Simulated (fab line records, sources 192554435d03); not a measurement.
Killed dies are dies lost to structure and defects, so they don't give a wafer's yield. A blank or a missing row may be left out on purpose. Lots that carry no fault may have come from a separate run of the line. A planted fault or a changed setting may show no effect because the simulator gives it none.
fab line records    flow n5-finfet    part 1 of 2: steps 1 to 24 of 32
[record] lots = 5  wafers = 15  last-day = 18
route steps=1938 shown BEOL_M8@1387 BEOL_M9@1401
lots untouched by any fault: they come from a run of this same line in which no faults occurred
start-h: hours from the record's opening day to when the first of the lot's shown wafers began    wait-h: hours since the lot's step before    " repeats the value in the row above    L1.1+2: several wafers, shown together as one row    - either no value or no given start    * or withheld: withheld    < > ~ a bound
route shown NAME@n: NAME is a module with steps in the file, n the number in the route of the first one    usual: mean/standard deviation of fault-free wafers    same: alike in all rows    chamber/n: place in a boat    sites: per-site readings    _std_site: how widely they spread, as a standard deviation    _edge_site: outer sites' mean less inner sites'    radius-mm: for every site, how far away it sits from the centre of the wafer    mask NAME#n: copy n    behind: the tool/chamber that last shaped the wafer    hold: why the lot went on hold/how many hours it stayed there/how the hold came to an end    device: the n, p or np transistor that did not switch    end of line: the same wafers' tests at the end of the route    where a step has no rows: the recipe by itself    killed: the dies lost at the first sort to structure and to defects; this is not the yield of the wafer    map: shows each die of a wafer: x if killed, . if not, _ if none is there
set.NAME: setting as actually run; set.NAME@STEP: the setting as run at that earlier step    model.NAME: the simulator's own value behind a step, which no gauge read
lots seen at some steps along the route; tables by step, rows by wafer
services: a tool's chamber out of use, with start hour (start-h, from the record's first day; less than 0 if before it), hours out, and reason
[[steps]]
[step N5_BEOL_M8_DEGAS_44]
[recipe] ambient = vacuum  temp-c = 250  time-s = 60
[usual] heater-power-w = 331/35
lot.wafer  tool            chamber  start-h  wait-h  heater-power-w
L078.1     pvd-sputter-02  -        230.83   0.6     332
L078.2     "               -        "        "       307
L078.4     "               -        "        "       344
L080.4     pvd-sputter-03  -        254.63   0.2     312
L080.5     "               -        "        "       304
L080.6     "               -        "        "       311
L084.2     pvd-sputter-02  -        271.48   0.4     313
L084.3     "               -        "        "       336
L084.5     "               -        "        "       288
L087.2     pvd-sputter-02  -        294.19   0.8     351
L087.3     "               -        "        "       309
L087.6     "               -        "        "       287
L094.1     pvd-sputter-02  -        365.93   0.3     355
L094.2     "               -        "        "       281
L094.6     "               -        "        "       331
[step N5_BEOL_M8_PRE_CLEAN_45]
[recipe] gas = H2/He  time-s = 30  temp-c = 250
[usual] heater-power-w = 331/35
lot.wafer  tool            chamber  start-h  wait-h  heater-power-w
L078.1     pvd-sputter-02  -        230.87   0.0     333
L078.2     "               -        "        "       312
L078.4     "               -        "        "       341
L080.4     pvd-sputter-03  -        254.67   0.0     320
L080.5     "               -        "        "       305
L080.6     "               -        "        "       312
L084.2     pvd-sputter-02  -        271.52   0.0     324
L084.3     "               -        "        "       349
L084.5     "               -        "        "       286
L087.2     pvd-sputter-02  -        294.23   0.0     340
L087.3     "               -        "        "       312
L087.6     "               -        "        "       287
L094.1     pvd-sputter-02  -        365.97   0.0     340
L094.2     "               -        "        "       282
L094.6     "               -        "        "       337
[step N5_BEOL_M8_ALD_77]
[recipe] material = TaN  target-thk-a = 20  temp-c = 275  ald-precursor-family = PDMAT  ald-co-reactant = NH3  pressure-torr = 3  carrier-flow-sccm = 1500  pulse-time-s = 2  purge-time-s = 3  co-reactant-purge-time-s = 2  co-reactant-pulse-time-s = 3  ald-cycles = 40  precursor-vessel-temp-c = 75  precursor-vessel-pressure-torr = 26.25  precursor-vessel-carrier-sccm = 1000
[usual] chamber-pressure-Torr = 2.999/0.006  heater-power-w = 399/32
[same] purge-time-s = 3
lot.wafer  tool          chamber  start-h  wait-h  chamber-pressure-Torr  heater-power-w
L078.1     ald-metal-03  3        230.94   0.0     2.994                  382
L078.2     "             1        "        "       3.001                  398
L078.4     "             0        "        "       3.003                  371
L080.4     ald-metal-04  2        254.86   0.2     3.003                  410
L080.5     "             1        "        "       3.000                  400
L080.6     "             0        "        "       3.005                  343
L084.2     ald-metal-01  1        271.58   0.0     3.006                  395
L084.3     "             3        "        "       2.998                  436
L084.5     "             3        "        "       3.014                  442
L087.2     ald-metal-01  2        294.40   0.2     2.993                  386
L087.3     "             1        "        "       2.996                  392
L087.6     "             2        "        "       2.996                  383
L094.1     ald-metal-01  3        366.05   0.1     2.996                  390
L094.2     "             0        "        "       3.011                  463
L094.6     "             0        "        "       3.005                  463
[step N5_BEOL_M8_SURFACE_TREAT_79]
[recipe] gas = Ar  time-s = *  ion-energy-ev = *  ion-current-ma-cm2 = 0.5  pressure-mtorr = *  ar-flow-sccm = 30
[usual] throttle-valve-pct = *
lot.wafer  tool            chamber  start-h  wait-h  throttle-valve-pct
L078.1     pvd-sputter-02  -        231.27   0.2     *
L078.2     "               -        "        "       *
L078.4     "               -        "        "       *
L080.4     pvd-sputter-03  -        255.07   0.1     *
L080.5     "               -        "        "       *
L080.6     "               -        "        "       *
L084.2     pvd-sputter-03  -        271.86   0.2     *
L084.3     "               -        "        "       *
L084.5     "               -        "        "       *
L087.2     pvd-sputter-02  -        294.83   0.3     *
L087.3     "               -        "        "       *
L087.6     "               -        "        "       *
L094.1     pvd-sputter-02  -        366.37   0.2     *
L094.2     "               -        "        "       *
L094.6     "               -        "        "       *
[step N5_BEOL_M8_CVD_78]
[recipe] material = Co  target-thk-a = 20  temp-c = withheld  precursor = CCTBA/H2  pressure-torr = 30  time-s = 142.3
[usual] chamber-pressure-Torr = 30.00/0.077
lot.wafer  tool       chamber  start-h  wait-h  chamber-pressure-Torr
L078.1     cvd-co-02  1        231.51   0.2     29.96
L078.2     "          2        "        "       29.99
L078.4     "          2        "        "       29.95
L080.4     cvd-co-01  0        255.41   0.3     30.06
L080.5     "          1        "        "       29.97
L080.6     "          2        "        "       29.97
L084.2     cvd-co-02  1        271.94   0.1     30.03
L084.3     "          0        "        "       30.00
L084.5     "          1        "        "       30.08
L087.2     cvd-co-01  2        294.89   0.0     30.05
L087.3     "          0        "        "       29.98
L087.6     "          0        "        "       29.94
L094.1     cvd-co-01  1        366.66   0.3     30.00
L094.2     "          2        "        "       29.80
L094.6     "          2        "        "       29.89
[step N5_BEOL_M8_SPUTTER_48]
[recipe] material = Cu  target-thk-a = 100  temp-c = -20  bias-v = 60  power-w = 26000  chamber-pressure-pa = 0.13  time-s = 1.667
[usual] throttle-valve-pct = 29.9/0.98
lot.wafer  tool            chamber  start-h  wait-h  throttle-valve-pct
L078.1     pvd-sputter-01  -        231.87   0.3     31.3
L078.2     "               -        "        "       29.7
L078.4     "               -        "        "       30.8
L080.4     pvd-sputter-03  -        255.51   0.1     29.4
L080.5     "               -        "        "       30.4
L080.6     "               -        "        "       28.2
L084.2     pvd-sputter-03  -        272.08   0.1     29.8
L084.3     "               -        "        "       30.1
L084.5     "               -        "        "       29.7
L087.2     pvd-sputter-02  -        295.15   0.2     30.0
L087.3     "               -        "        "       29.3
L087.6     "               -        "        "       31.8
L094.1     pvd-sputter-03  -        368.65   1.9     29.6
L094.2     "               -        "        "       30.2
L094.6     "               -        "        "       29.6
[step N5_BEOL_M8_ECD_50]
[recipe] material = Cu  target-thk-a = 3000
lot.wafer   tool       chamber  start-h  wait-h
L078.1+2+4  ecd-cu-01  0,1,0    231.98   0.1
L080.4+5+6  ecd-cu-02  1,1,0    255.65   0.1
L084.2+3+5  ecd-cu-02  0,1,0    272.20   0.1
L087.2+3+6  ecd-cu-02  1,1,0    295.26   0.1
L094.1+2+6  ecd-cu-01  1,0,0    368.76   0.1
[step N5_BEOL_M8_ANNEAL_51]
[recipe] temp-c = 225  time-s = 90  ambient = N2
[usual] wafer_temp_C_max = 225.86/0.25
lot.wafer  tool           chamber  start-h  wait-h  wafer_temp_C_max
L078.1     rtp-anneal-01  0        232.18   0.2     225.80
L078.2     "              0        "        "       226.06
L078.4     "              0        "        "       225.97
L080.4     rtp-anneal-01  0        256.53   0.9     225.79
L080.5     "              0        "        "       225.94
L080.6     "              0        "        "       225.67
L084.2     rtp-anneal-02  0        273.16   0.9     225.55
L084.3     "              0        "        "       226.06
L084.5     "              0        "        "       225.96
L087.2     rtp-anneal-01  0        295.40   0.1     225.84
L087.3     "              0        "        "       225.66
L087.6     "              0        "        "       225.71
L094.1     rtp-anneal-02  0        368.91   0.1     225.77
L094.2     "              0        "        "       225.54
L094.6     "              0        "        "       225.90
[step N5_BEOL_M8_CMP_52]
[recipe] stop-on = SiCOH_lowk  t-overpolish-s = 6.9  down-force-psi = 1  platen-rpm = 50  clearing-platen-down-force-psi = 1.5  clearing-platen-rpm = 50  post-cmp-clean = cu-alkaline  target-thk-nm = 80  clearing-platen-pad-velocity-m-s = 0.99484  pad-velocity-m-s = 0.99484
[usual] barrier-field-endpoint-s = 29.0/0.74  edge-zone-pressure-frac = 1.000/0.0048  motor-current-A = 6.2/0.51  overpolish-run-s = 6.900/0.01  pad-life-wafers = 966/600  retaining-ring-pressure-frac = 0.999/0.0053  slurry-flow-ml-min = 150.0/0.5  time-to-endpoint-s = 62/3.6
lot.wafer  tool    chamber  start-h  wait-h  barrier-field-endpoint-s  edge-zone-pressure-frac  motor-current-A  overpolish-run-s  pad-life-wafers  retaining-ring-pressure-frac  slurry-flow-ml-min  time-to-endpoint-s
L078.2     cmp-02  0        232.55   0.3     28.2                      1.004                    6.8              6.889             330              1.004                         149.9               60
L078.1     "       1        "        "       29.1                      1.003                    6.0              6.882             331              0.993                         150.3               61
L078.4     "       3        "        "       29.4                      1.007                    6.2              6.906             333              0.993                         150.0               65
L080.4     cmp-04  1        256.94   0.3     30.4                      0.992                    6.7              6.909             1809             0.989                         150.3               65
L080.6     "       2        "        "       30.9                      1.001                    5.6              6.909             -                1.003                         150.0               67
L080.5     "       3        "        "       29.6                      0.997                    5.8              6.891             -                0.991                         149.8               65
L084.3     cmp-04  2        273.48   0.2     28.4                      0.998                    5.8              6.899             1934             0.993                         149.5               60
L084.2     "       3        "        "       28.3                      0.995                    5.5              6.887             1935             0.999                         150.4               60
L084.5     "       1        "        "       27.8                      1.000                    6.7              6.903             -                0.997                         150.4               59
L087.2     cmp-02  1        295.69   0.2     28.3                      1.000                    6.3              6.887             817              1.006                         149.0               58
L087.3     "       2        "        "       27.6                      1.006                    6.3              6.897             818              0.993                         149.3               56
L087.6     "       1        "        "       28.5                      0.995                    6.0              6.880             -                1.010                         150.8               59
L094.1     cmp-01  2        369.30   0.3     29.7                      1.005                    5.6              6.901             428              1.006                         149.5               65
L094.2     "       3        "        "       28.7                      0.993                    6.2              6.888             429              1.004                         150.3               64
L094.6     "       1        "        "       29.3                      0.999                    7.0              6.891             -                1.002                         149.7               61
[step N5_BEOL_M8_THK_MEAS_53]
[recipe] thk-meas-gauge = xrf  reads = Cu_of_BEOL_M8_ECD_50
[usual] M8_THK = 78.5/1.9
lot.wafer  tool           chamber  start-h  wait-h  M8_THK[nm]
L078.1     film-metro-01  -        232.84   -       76.3
L078.2     "              -        "        "       75.8
L078.4     "              -        "        "       76.0
L080.4     film-metro-01  -        257.13   -       81.4
L080.5     "              -        "        "       80.5
L080.6     "              -        "        "       82.8
L084.2     film-metro-02  -        273.70   -       78.9
L084.3     "              -        "        "       80.1
L084.5     "              -        "        "       78.1
L087.2     film-metro-02  -        295.95   -       78.6
L087.3     "              -        "        "       78.5
L087.6     "              -        "        "       78.0
L094.1     film-metro-01  -        369.52   -       78.7
L094.2     "              -        "        "       76.7
L094.6     "              -        "        "       77.6
[step N5_BEOL_M8_PRE_CLEAN_55]
[recipe] gas = NH3  time-s = 15  temp-c = withheld  rf-power-w = 300
lot.wafer   tool      chamber  start-h  wait-h
L078.1+2+4  pecvd-03  1,2,2    232.88   0.0
L080.4+5+6  pecvd-04  0,2,1    257.18   0.0
L084.2+3+5  pecvd-01  1,2,2    273.74   0.0
L087.2+3+6  pecvd-04  1,2,2    295.98   0.0
L094.1+2+6  pecvd-03  0,2,1    369.56   0.0
[step N5_BEOL_M8_DEP_56]
[recipe] material = SiCN  target-thk-a = 100  temp-c = withheld  precursor = 3MS/NH3  pressure-torr = 3  rf-w = 202  time-s = 17.5
[usual] chamber-pressure-Torr = 2.999/0.0066  showerhead-plenum-p-Torr = 3.666/0.016  throttle-valve-pct = 8.8/0.36
lot.wafer  tool      chamber  start-h  wait-h  chamber-pressure-Torr  showerhead-plenum-p-Torr  throttle-valve-pct
L078.1     pecvd-03  1        232.91   0.0     2.990                  3.639                     8.8
L078.2     "         2        "        "       2.998                  3.668                     8.3
L078.4     "         2        "        "       3.003                  3.670                     8.6
L080.4     pecvd-04  0        257.21   0.0     2.998                  3.686                     8.6
L080.5     "         2        "        "       2.998                  3.675                     8.7
L080.6     "         1        "        "       2.990                  3.684                     9.3
L084.2     pecvd-01  1        273.76   0.0     3.003                  3.670                     9.4
L084.3     "         2        "        "       3.001                  3.664                     8.0
L084.5     "         2        "        "       3.010                  3.666                     8.4
L087.2     pecvd-04  1        296.01   0.0     3.007                  3.675                     9.2
L087.3     "         2        "        "       3.006                  3.665                     8.3
L087.6     "         2        "        "       3.013                  3.670                     8.5
L094.1     pecvd-03  0        369.58   0.0     3.000                  3.681                     9.1
L094.2     "         2        "        "       3.007                  3.663                     8.6
L094.6     "         1        "        "       3.006                  3.635                     8.8
[step N5_BEOL_M8_RS_MEAS_57]
[recipe] thk-meas-gauge = four-point-probe  reads = Cu_of_BEOL_M8_ECD_50+Co_of_BEOL_M8_CVD_78+TaN_of_BEOL_M8_ALD_77
[usual] M8_RS = 0.289/0.0077
lot.wafer  tool           chamber  start-h  wait-h  M8_RS[ohm/sq]
L078.1     film-metro-01  -        232.97   0.1     0.296
L078.2     "              -        "        "       0.297
L078.4     "              -        "        "       0.297
L080.4     film-metro-02  -        257.26   0.0     0.278
L080.5     "              -        "        "       0.283
L080.6     "              -        "        "       0.273
L084.2     film-metro-01  -        273.83   0.1     0.290
L084.3     "              -        "        "       0.285
L084.5     "              -        "        "       0.295
L087.2     film-metro-02  -        296.08   0.1     0.292
L087.3     "              -        "        "       0.291
L087.6     "              -        "        "       0.294
L094.1     film-metro-01  -        369.65   0.1     0.286
L094.2     "              -        "        "       0.295
L094.6     "              -        "        "       0.290
[step N5_BEOL_M8_INSPECT_58]
[recipe] inspect-instrument = darkfield  mode = post-dep
[usual] raw-defect-count = 73/24
lot.wafer  tool               chamber  start-h  wait-h  raw-defect-count
L078.1     defect-inspect-01  -        233.00   0.0     66
L078.2     "                  -        "        "       34
L078.4     "                  -        "        "       33
L080.4     defect-inspect-02  -        257.28   0.0     76
L080.5     "                  -        "        "       73
L080.6     "                  -        "        "       52
L084.2     defect-inspect-02  -        273.86   0.0     70
L084.3     "                  -        "        "       88
L084.5     "                  -        "        "       76
L087.2     defect-inspect-01  -        296.10   0.0     135
L087.3     "                  -        "        "       69
L087.6     "                  -        "        "       94
L094.1     defect-inspect-01  -        369.68   0.0     76
L094.2     "                  -        "        "       65
L094.6     "                  -        "        "       89
[step N5_BEOL_M9_ILD_DEP_00]
[recipe] material = SiCOH_lowk  target-thk-a = 3085.1  temp-c = 300  precursor = DEMS/porogen  pressure-torr = 5  rf-w = 500  time-s = 58
[usual] chamber-pressure-Torr = 5.000/0.011  heater-power-w = 293/45  showerhead-plenum-p-Torr = 5.739/0.019  throttle-valve-pct = 13.5/0.64
lot.wafer  tool      chamber  start-h  wait-h  chamber-pressure-Torr  heater-power-w  showerhead-plenum-p-Torr  throttle-valve-pct
L078.1     pecvd-02  1        233.04   0.0     5.006                  201             5.716                     13.8
L078.2     "         0        "        "       4.996                  242             5.733                     14.6
L078.4     "         1        "        "       4.993                  214             5.722                     13.6
L080.4     pecvd-02  1        257.35   0.1     5.002                  240             5.716                     14.0
L080.5     "         2        "        "       5.014                  328             5.726                     12.5
L080.6     "         0        "        "       4.989                  213             5.726                     14.6
L084.2     pecvd-04  1        273.90   0.0     5.001                  344             5.750                     14.3
L084.3     "         2        "        "       4.991                  327             5.741                     12.9
L084.5     "         2        "        "       5.015                  332             5.742                     13.1
L087.2     pecvd-02  0        296.14   0.0     4.992                  284             5.734                     14.5
L087.3     "         1        "        "       5.012                  233             5.714                     13.8
L087.6     "         0        "        "       4.998                  218             5.759                     14.7
L094.1     pecvd-02  2        369.71   0.0     4.992                  335             5.769                     12.8
L094.2     "         0        "        "       4.990                  275             5.727                     14.5
L094.6     "         1        "        "       5.004                  229             5.729                     13.7
[step N5_BEOL_M9_CURE_71]
[recipe] temp-c = 385  time-s = 240  ambient = He/Ar  material = SiCOH_lowk
[usual] lamp-power-pct = 52.32/0.052  wafer_temp_C_max = 387.1/0.84
lot.wafer  tool        chamber  start-h  wait-h  lamp-power-pct  wafer_temp_C_max
L078.1     uv-cure-02  2        233.11   0.0     52.23           387.3
L078.2     "           2        "        "       52.38           386.7
L078.4     "           2        "        "       52.34           386.7
L080.4     uv-cure-03  2        257.64   0.3     52.30           387.1
L080.5     "           2        "        "       52.34           387.6
L080.6     "           2        "        "       52.20           387.2
L084.2     uv-cure-02  0        274.06   0.1     52.26           387.5
L084.3     "           0        "        "       52.38           390.3
L084.5     "           0        "        "       52.33           387.2
L087.2     uv-cure-02  1        296.30   0.1     52.25           386.0
L087.3     "           1        "        "       52.31           385.9
L087.6     "           1        "        "       52.30           385.8
L094.1     uv-cure-03  2        369.79   0.0     52.37           387.0
L094.2     "           2        "        "       52.43           387.0
L094.6     "           2        "        "       52.27           387.0
[step N5_BEOL_M9_THK_MEAS_01]
[recipe] reads = SiCOH_lowk_of_BEOL_M9_ILD_DEP_00
[usual] M9_ILD_THK = 267/3.9
lot.wafer  tool           chamber  start-h  wait-h  M9_ILD_THK[nm]
L078.1     film-metro-02  -        234.11   0.8     267
L078.2     "              -        "        "       265
L078.4     "              -        "        "       270
L080.4     film-metro-01  -        257.91   0.2     270
L080.5     "              -        "        "       274
L080.6     "              -        "        "       269
L084.2     film-metro-02  -        274.49   0.4     268
L084.3     "              -        "        "       270
L084.5     "              -        "        "       273
L087.2     film-metro-02  -        296.73   0.4     266
L087.3     "              -        "        "       270
L087.6     "              -        "        "       272
L094.1     film-metro-01  -        370.30   0.4     268
L094.2     "              -        "        "       266
L094.6     "              -        "        "       274
[step N5_BEOL_M9_PECVD_70]
[recipe] material = SiO2  target-thk-a = 200  temp-c = 400  precursor = TEOS/O2  pressure-torr = 5.5  rf-w = 450  teos-flow-sccm = 53.8  gas = O2  flow-sccm = 3000  time-s = 22.7
[usual] chamber-pressure-Torr = 5.500/0.012  heater-power-w = 691/81  showerhead-plenum-p-Torr = 8.79/0.08  throttle-valve-pct = 21.7/0.92
lot.wafer  tool      chamber  start-h  wait-h  chamber-pressure-Torr  heater-power-w  showerhead-plenum-p-Torr  throttle-valve-pct
L078.1     pecvd-04  0        234.14   0.0     5.488                  686             8.91                      21.2
L078.2     "         1        "        "       5.496                  865             8.84                      23.3
L078.4     "         1        "        "       5.486                  875             8.85                      23.0
L080.4     pecvd-04  1        257.97   0.1     5.496                  774             8.83                      22.8
L080.5     "         0        "        "       5.524                  740             8.88                      21.2
L080.6     "         2        "        "       5.510                  759             8.83                      20.6
L084.2     pecvd-02  1        274.53   0.0     5.505                  583             8.68                      22.0
L084.3     "         2        "        "       5.512                  740             8.85                      20.2
L084.5     "         2        "        "       5.498                  728             8.88                      20.1
L087.2     pecvd-03  1        296.77   0.0     5.523                  747             8.65                      21.9
L087.3     "         2        "        "       5.495                  730             8.79                      21.3
L087.6     "         0        "        "       5.498                  745             8.85                      21.7
L094.1     pecvd-04  2        370.34   0.0     5.490                  681             8.84                      21.3
L094.2     "         0        "        "       5.490                  643             8.90                      21.1
L094.6     "         2        "        "       5.509                  674             8.83                      21.1
[step N5_BEOL_M9_HM_DEP_02]
[recipe] material = TiN  target-thk-a = 200  temp-c = 25  chamber-pressure-pa = 0.49996
[usual] throttle-valve-pct = 29.9/0.97
lot.wafer  tool            chamber  start-h  wait-h  throttle-valve-pct
L078.1     pvd-sputter-02  -        234.51   0.4     31.6
L078.2     "               -        "        "       29.4
L078.4     "               -        "        "       30.2
L080.4     pvd-sputter-01  -        258.95   1.0     31.4
L080.5     "               -        "        "       28.9
L080.6     "               -        "        "       31.6
L084.2     pvd-sputter-03  -        274.58   0.0     29.6
L084.3     "               -        "        "       28.1
L084.5     "               -        "        "       29.4
L087.2     pvd-sputter-01  -        298.66   1.9     31.3
L087.3     "               -        "        "       29.1
L087.6     "               -        "        "       30.0
L094.1     pvd-sputter-03  -        370.85   0.5     28.3
L094.2     "               -        "        "       29.4
L094.6     "               -        "        "       29.4
[step N5_BEOL_M9_COAT_59]
[recipe] resist = SOC  temp-c = 250  time-s = 60  spin-rpm = 1500  resist-thk-nm = 100
[usual] dispense-pressure-kPa = 52.2/1.7
lot.wafer  tool            chamber  start-h  wait-h  dispense-pressure-kPa
L078.1     litho-track-03  0        234.64   0.1     54.3
L078.2     "               0        "        "       54.3
L078.4     "               0        "        "       54.3
L080.4     litho-track-01  0        259.08   0.1     50.1
L080.5     "               0        "        "       50.1
L080.6     "               0        "        "       50.1
L084.2     litho-track-02  0        274.71   0.1     52.8
L084.3     "               0        "        "       52.8
L084.5     "               0        "        "       52.8
L087.2     litho-track-01  0        298.80   0.1     50.2
L087.3     "               0        "        "       50.1
L087.6     "               0        "        "       50.2
L094.1     litho-track-02  0        370.97   0.1     52.7
L094.2     "               0        "        "       52.7
L094.6     "               0        "        "       52.7
[step N5_BEOL_M9_COAT_60]
[recipe] resist = SiARC  temp-c = 220  time-s = 60  spin-rpm = 1500  resist-thk-nm = 30
[usual] dispense-pressure-kPa = 52.1/1.7
lot.wafer  tool            chamber  start-h  wait-h  dispense-pressure-kPa
L078.1     litho-track-03  0        -        -       54.2
L078.2     "               0        "        "       54.3
L078.4     "               0        "        "       54.2
L080.4     litho-track-01  0        -        -       50.1
L080.5     "               0        "        "       50.0
L080.6     "               0        "        "       50.1
L084.2     litho-track-02  0        -        -       52.7
L084.3     "               0        "        "       52.7
L084.5     "               0        "        "       52.8
L087.2     litho-track-01  0        -        -       50.1
L087.3     "               0        "        "       50.1
L087.6     "               0        "        "       50.1
L094.1     litho-track-02  0        -        -       52.7
L094.2     "               0        "        "       52.7
L094.6     "               0        "        "       52.8
[step N5_BEOL_M9_COAT_05]
[recipe] resist = CAR-ArF  spin-rpm = 1500  resist-thk-nm = 90
[usual] dispense-pressure-kPa = 52.1/1.7
lot.wafer  tool            chamber  start-h  wait-h  dispense-pressure-kPa
L078.1     litho-track-03  0        -        -       54.3
L078.2     "               0        "        "       54.3
L078.4     "               0        "        "       54.3
L080.4     litho-track-01  0        -        -       50.2
L080.5     "               0        "        "       50.2
L080.6     "               0        "        "       50.2
L084.2     litho-track-02  0        -        -       52.7
L084.3     "               0        "        "       52.7
L084.5     "               0        "        "       52.7
L087.2     litho-track-01  0        -        -       50.1
L087.3     "               0        "        "       50.1
L087.6     "               0        "        "       50.1
L094.1     litho-track-02  0        -        -       52.7
L094.2     "               0        "        "       52.7
L094.6     "               0        "        "       52.7
[step N5_BEOL_M9_EBR_07]
[recipe] solvent = PGMEA  ebr-width-mm = 1.5
lot.wafer   tool            chamber  start-h  wait-h
L078.1+2+4  litho-track-03  0        -        -
L080.4+5+6  litho-track-01  0        -        -
L084.2+3+5  litho-track-02  0        -        -
L087.2+3+6  litho-track-01  0        -        -
L094.1+2+6  litho-track-02  0        -        -
[step N5_BEOL_M9_SOFTBAKE_06]
[recipe] temp-c = 110  time-s = 60  resist = CAR-ArF
lot.wafer   tool            chamber  start-h  wait-h
L078.1+2+4  litho-track-03  0        -        -
L080.4+5+6  litho-track-01  0        -        -
L084.2+3+5  litho-track-02  0        -        -
L087.2+3+6  litho-track-01  0        -        -
L094.1+2+6  litho-track-02  0        -        -
